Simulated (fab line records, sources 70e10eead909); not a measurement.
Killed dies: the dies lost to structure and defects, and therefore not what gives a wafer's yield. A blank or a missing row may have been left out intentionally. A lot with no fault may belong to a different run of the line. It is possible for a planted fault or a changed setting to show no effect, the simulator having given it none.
Chamber matching :: flow nand_harc :: 4 sister chambers for NHARC_A_STAIRCASE_CMP_450 on cmp-03
The step polishes SiO2, target thk 200 nm. 4 wafers are shown with their chamber, then 7 later ones without.

== WAFERS PAIRED WITH THEIR CHAMBERS ==
wafer: L088.2
chamber: 2
motor_current_A (A): 9.6

wafer: L090.6
chamber: 3
motor_current_A (A): 12.6

wafer: L091.1
chamber: 1
motor_current_A (A): 10.0

wafer: L091.4
chamber: 0
motor_current_A (A): 11.1

== WAFERS WITH NO CHAMBER GIVEN ==
wafer: L091.5
motor_current_A (A): 10.2

wafer: L093.3
motor_current_A (A): 9.6

wafer: L093.5
motor_current_A (A): 12.8

wafer: L093.6
motor_current_A (A): 9.6

wafer: L097.2
motor_current_A (A): 9.5

wafer: L097.3
motor_current_A (A): 10.5

wafer: L097.4
motor_current_A (A): 11.0

== EACH ONE'S CHAMBER ==
wafer: L091.5
from the rows above: can't be placed: 1 or 2
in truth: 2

wafer: L093.3
from the rows above: can't be placed: 2 or 1
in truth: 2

wafer: L093.5
from the rows above: 3
in truth: 3

wafer: L093.6
from the rows above: can't be placed: 2 or 1
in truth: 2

wafer: L097.2
from the rows above: can't be placed: 2 or 1
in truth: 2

wafer: L097.3
from the rows above: can't be placed: 1 or 0 or 2
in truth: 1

wafer: L097.4
from the rows above: 0
in truth: 0
2 of 7 placed correctly. These rows do not allow placing 5 (true chamber among the candidates in 5). Wrongly placed: 0.
How it was worked out, from the rows above alone: a wafer's distance from a chamber is the root of the sum, over the readings, of the square of ((its reading less the chamber's mean) divided by the reading's scatter). The wafer belongs to the nearest chamber; if the next one is less than 2 further off, it can't be placed. The mean given for a chamber averages the wafers shown for that chamber. The scatter: root of mean squared gap, hidden wafer to nearest shown wafer, with one shown wafer a chamber.
